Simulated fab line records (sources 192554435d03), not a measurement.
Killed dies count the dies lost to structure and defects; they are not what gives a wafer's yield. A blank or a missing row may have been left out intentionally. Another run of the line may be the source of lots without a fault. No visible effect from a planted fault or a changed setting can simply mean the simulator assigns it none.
Chamber matching | flow n5Finfet | rieDiel-03 running N5_BEOL_M12_DESCUM_15: 4 sister chambers
The step chemistry O2, time 7.9 s. 4 wafers are shown with their chamber, then 9 later ones without.

== EACH WAFER AND ITS CHAMBER ==
wafer  | chamber | showerheadPlenumPTorr (Torr)
L076.3 | 3       | 2.19
L092.4 | 0       | 2.01
L092.5 | 2       | 1.99
L092.6 | 1       | 2.22

== WAFERS MISSING THEIR CHAMBER ==
wafer  | showerheadPlenumPTorr (Torr)
L094.1 | 2.01
L094.2 | 2.22
L094.3 | 1.99
L095.1 | 1.99
L095.3 | 2.22
L095.5 | 2.01
L096.1 | 2.22
L096.5 | 2.17
L096.6 | 2.01

== EACH ONE'S CHAMBER ==
wafer  | from the rows above | in truth
L094.1 | 0                   | 0
L094.2 | 1                   | 1
L094.3 | 2                   | 2
L095.1 | 2                   | 2
L095.3 | 1                   | 1
L095.5 | 0                   | 0
L096.1 | 1                   | 1
L096.5 | 3                   | 3
L096.6 | 0                   | 0
Placed correctly: 9 of 9. Number that these rows cannot place: 0. Number placed wrongly: 0.
How it was worked out, from the rows above alone: a wafer's distance from a chamber is the root of the sum, over the readings, of the square of ((its reading less the chamber's mean) divided by the reading's scatter). The wafer belongs to the nearest chamber; if the next one is less than 2 further off, it can't be placed. The mean given for a chamber averages the wafers shown for that chamber. The scatter: root of mean squared gap, hidden wafer to nearest shown wafer, with one shown wafer a chamber.
